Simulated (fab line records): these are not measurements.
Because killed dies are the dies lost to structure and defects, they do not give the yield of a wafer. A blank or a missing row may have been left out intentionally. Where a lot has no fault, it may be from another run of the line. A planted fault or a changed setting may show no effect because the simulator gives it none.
fab line records    flow nand-harc
record lots=7  wafers=20  last-day=24
route steps=1159 shown A_ONON_D1@426
lots with no fault: from the same line, run without faults
start-h: hours from the record's opening day to when the first of the lot's shown wafers began    wait-h: hours since the lot's step before    " same as the row above    L1.1+2: a single row standing in for several wafers    - value missing, or start not given    * or withheld: withheld    < > ~ a bound
route shown NAME@n: NAME is a module with steps in the file, n the number in the route of the first one    usual: the fault-free wafers' mean and standard deviation    same: alike in all rows    chamber/n: place in a boat    sites: per-site readings    _std_site: how widely they spread, as a standard deviation    _edge_site: outer sites' mean less inner sites'    radius-mm: for every site, how far away it sits from the centre of the wafer    mask NAME#n: copy n    behind: the most recent tool/chamber to have shaped the wafer    hold: what put the lot on hold/how long, in hours/how the hold closed    device: the n, p or np transistor that did not switch    end of line: the same wafers' tests at the end of the route    where a step has no rows: the recipe by itself    killed: at the first sort, the dies lost to defects and structure; wafer yield is something else    map: the dies of a wafer, with x for killed, . for not killed, _ for no die there
set.NAME: the setting that was run; set.NAME@STEP: the one run at that earlier step    model.NAME: the simulator's own value behind a step, which no gauge read
a table for each step, a row for each wafer; lots at some steps of the route
services: when a tool's chamber went out of use (start-h, in hours from the record's first day, below 0 if earlier), for how many hours, and the reason
## steps
# step NHARC_A_ONON_D1_DEP_03
# recipe target-thk-a=10000  n2-flow-sccm=2750  n2o-flow-sccm=2000  nh3-flow-sccm=500  sih4-flow-sccm=210  temp-c=400
# step NHARC_A_ONON_D1_THK_MEAS_05
# recipe thk-meas-gauge=ellipsometry
# usual thk-nm=1002/7.9
lot.wafer  tool           chamber  start-h  wait-h  thk-nm
L696.1     film-metro-01  -        158.61   -       1010
L696.4     "              -        "        "       1012
L696.5     "              -        "        "       1011
L697.1     film-metro-01  -        175.63   -       990
L697.5     "              -        "        "       991
L697.6     "              -        "        "       990
L704.1     film-metro-01  -        208.49   -       1016
L704.5     "              -        "        "       1016
L705.3     film-metro-01  -        220.71   -       1003
L705.4     "              -        "        "       1000
L705.6     "              -        "        "       1001
L711.2     film-metro-01  -        250.10   -       987
L711.4     "              -        "        "       987
L711.6     "              -        "        "       988
L714.3     film-metro-01  -        277.98   -       1002
L714.5     "              -        "        "       1002
L714.6     "              -        "        "       1000
L718.1     film-metro-02  -        299.59   -       992
L718.2     "              -        "        "       992
L718.6     "              -        "        "       994
# step NHARC_A_ONON_D1_DEP_06
# recipe target-thk-a=10000  n2-flow-sccm=2750  n2o-flow-sccm=2000  nh3-flow-sccm=500  sih4-flow-sccm=210  temp-c=400
# step NHARC_A_ONON_D1_THK_MEAS_08
# recipe thk-meas-gauge=ellipsometry
# usual thk-nm=999/9.4
lot.wafer  tool           chamber  start-h  wait-h  thk-nm
L696.1     film-metro-01  -        159.18   -       987
L696.4     "              -        "        "       986
L696.5     "              -        "        "       987
L697.1     film-metro-01  -        176.20   -       1004
L697.5     "              -        "        "       1004
L697.6     "              -        "        "       1005
L704.1     film-metro-02  -        209.06   -       1002
L704.5     "              -        "        "       1001
L705.3     film-metro-01  -        221.28   -       995
L705.4     "              -        "        "       995
L705.6     "              -        "        "       997
L711.2     film-metro-02  -        250.67   -       1012
L711.4     "              -        "        "       1014
L711.6     "              -        "        "       1013
L714.3     film-metro-02  -        278.55   -       1000
L714.5     "              -        "        "       1001
L714.6     "              -        "        "       1001
L718.1     film-metro-02  -        300.16   -       988
L718.2     "              -        "        "       989
L718.6     "              -        "        "       986
# step NHARC_A_ONON_D1_DEP_09
# recipe target-thk-a=10000  n2-flow-sccm=2750  n2o-flow-sccm=2000  nh3-flow-sccm=500  sih4-flow-sccm=210  temp-c=400
# step NHARC_A_ONON_D1_THK_MEAS_11
# recipe thk-meas-gauge=ellipsometry
# usual thk-nm=1001/10
lot.wafer  tool           chamber  start-h  wait-h  thk-nm
L696.1     film-metro-01  -        159.76   -       1004
L696.4     "              -        "        "       1003
L696.5     "              -        "        "       1003
L697.1     film-metro-01  -        176.79   -       1006
L697.5     "              -        "        "       1006
L697.6     "              -        "        "       1006
L704.1     film-metro-01  -        209.63   -       997
L704.5     "              -        "        "       997
L705.3     film-metro-02  -        221.84   -       999
L705.4     "              -        "        "       999
L705.6     "              -        "        "       999
L711.2     film-metro-02  -        251.24   -       1000
L711.4     "              -        "        "       1003
L711.6     "              -        "        "       1000
L714.3     film-metro-01  -        279.12   -       992
L714.5     "              -        "        "       991
L714.6     "              -        "        "       993
L718.1     film-metro-01  -        300.74   -       1014
L718.2     "              -        "        "       1014
L718.6     "              -        "        "       1015
# step NHARC_A_ONON_D1_DEP_12
# recipe target-thk-a=10000  n2-flow-sccm=2750  n2o-flow-sccm=2000  nh3-flow-sccm=500  sih4-flow-sccm=210  temp-c=400
# step NHARC_A_ONON_D1_THK_MEAS_14
# recipe thk-meas-gauge=ellipsometry
# usual thk-nm=998/8.5
lot.wafer  tool           chamber  start-h  wait-h  thk-nm
L696.1     film-metro-02  -        160.34   -       990
L696.4     "              -        "        "       991
L696.5     "              -        "        "       992
L697.1     film-metro-02  -        177.36   -       1007
L697.5     "              -        "        "       1006
L697.6     "              -        "        "       1006
L704.1     film-metro-02  -        210.19   -       1006
L704.5     "              -        "        "       1006
L705.3     film-metro-01  -        222.41   -       995
L705.4     "              -        "        "       995
L705.6     "              -        "        "       995
L711.2     film-metro-02  -        251.81   -       988
L711.4     "              -        "        "       989
L711.6     "              -        "        "       989
L714.3     film-metro-02  -        279.69   -       997
L714.5     "              -        "        "       997
L714.6     "              -        "        "       996
L718.1     film-metro-01  -        301.30   -       988
L718.2     "              -        "        "       988
L718.6     "              -        "        "       989
# step NHARC_A_ONON_D1_ANNEAL_15
# recipe temp-c=750  time-s=3600
# step NHARC_A_ONON_D1_DEP_16
# recipe target-thk-a=10000  n2-flow-sccm=2750  n2o-flow-sccm=2000  nh3-flow-sccm=500  sih4-flow-sccm=210  temp-c=400
# step NHARC_A_ONON_D1_THK_MEAS_18
# recipe thk-meas-gauge=ellipsometry
# usual thk-nm=998/12
lot.wafer  tool           chamber  start-h  wait-h  thk-nm
L696.1     film-metro-02  -        167.44   -       1001
L696.4     "              -        "        "       999
L696.5     "              -        "        "       1000
L697.1     film-metro-01  -        187.22   -       985
L697.5     "              -        "        "       985
L697.6     "              -        "        "       985
L704.1     film-metro-02  -        217.35   -       1010
L704.5     "              -        "        "       1011
L705.3     film-metro-02  -        229.57   -       1001
L705.4     "              -        "        "       1002
L705.6     "              -        "        "       1002
L711.2     film-metro-01  -        259.86   -       980
L711.4     "              -        "        "       979
L711.6     "              -        "        "       980
L714.3     film-metro-01  -        286.79   -       1005
L714.5     "              -        "        "       1004
L714.6     "              -        "        "       1004
L718.1     film-metro-02  -        310.97   -       998
L718.2     "              -        "        "       998
L718.6     "              -        "        "       1000
# step NHARC_A_ONON_D1_DEP_19
# recipe target-thk-a=10000  n2-flow-sccm=2750  n2o-flow-sccm=2000  nh3-flow-sccm=500  sih4-flow-sccm=210  temp-c=400
# usual n2-flow-sccm=2752/7.2
lot.wafer  tool           chamber  start-h  wait-h  n2-flow-sccm
L696.1     pecvd-onon-02  0        167.49   0.1     2741
L696.4     "              0        "        "       2738
L696.5     "              0        "        "       2733
L697.1     pecvd-onon-04  0        187.28   0.1     2762
L697.5     "              0        "        "       2749
L697.6     "              0        "        "       2756
L704.1     pecvd-onon-04  0        217.41   0.1     2753
L704.5     "              0        "        "       2754
L705.3     pecvd-onon-04  0        229.74   0.2     2748
L705.4     "              0        "        "       2753
L705.6     "              0        "        "       2750
L711.2     pecvd-onon-04  0        259.98   0.1     2752
L711.4     "              0        "        "       2752
L711.6     "              0        "        "       2746
L714.3     pecvd-onon-01  0        286.96   0.2     2752
L714.5     "              0        "        "       2754
L714.6     "              0        "        "       2740
L718.1     pecvd-onon-01  0        311.03   0.1     2751
L718.2     "              0        "        "       2752
L718.6     "              0        "        "       2748
# step NHARC_A_ONON_D1_THK_MEAS_21
# recipe thk-meas-gauge=ellipsometry
# usual thk-nm=999/9.9
lot.wafer  tool           chamber  start-h  wait-h  thk-nm
L696.1     film-metro-02  -        168.00   -       995
L696.4     "              -        "        "       993
L696.5     "              -        "        "       996
L697.1     film-metro-02  -        187.79   -       1008
L697.5     "              -        "        "       1009
L697.6     "              -        "        "       1009
L704.1     film-metro-02  -        217.92   -       985
L704.5     "              -        "        "       902
L705.3     film-metro-02  -        230.13   -       989
L705.4     "              -        "        "       909
L705.6     "              -        "        "       990
L711.2     film-metro-02  -        260.45   -       998
L711.4     "              -        "        "       917
L711.6     "              -        "        "       997
L714.3     film-metro-01  -        287.38   -       999
L714.5     "              -        "        "       1001
L714.6     "              -        "        "       1000
L718.1     film-metro-02  -        311.54   -       996
L718.2     "              -        "        "       996
L718.6     "              -        "        "       997
# step NHARC_A_ONON_D1_DEP_22
# recipe target-thk-a=10000  n2-flow-sccm=2750  n2o-flow-sccm=2000  nh3-flow-sccm=500  sih4-flow-sccm=210  temp-c=400
## services
tool           chamber  start-h  hours  kind
pecvd-onon-01  -        195.28   13.0   pm
pecvd-onon-04  -        237.00   13.0   pm
pecvd-onon-02  -        292.04   13.0   pm
## key
first-sign step=NHARC_A_ONON_D1_THK_MEAS_21  reading=thk-nm  direction=down  sigmas=9.1  usual=999  struck=909
effect none on later readings
met-at NHARC_A_ONON_D1_DEP_19
struck-wafers L704.5,L705.4,L711.4
sort-left-out L704.5
tester-left-out L704,L705,L711
onset-between 187.28 217.41
fault kind=process-parameter-drift  tool=pecvd-onon-04  chamber=-  onset-h=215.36  steps=NHARC_A_ONON_D1_DEP_19  channel=target-thk-a  offset=*  shape=step  end-h=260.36  scope=struck-wafers-only  acts-in=*  stated=*
# tester-left-out: of these lots the tester's yield and bins aren't shown, on N5 and GAA mostly nor the transistor test; their killed dies are dies lost to structure and defects alone, not to doping, threshold or leakage, so they don't give the yield
# sort-left-out: the simulated sort isn't trusted on such a fault, so these wafers' sort isn't shown, and their yield isn't known
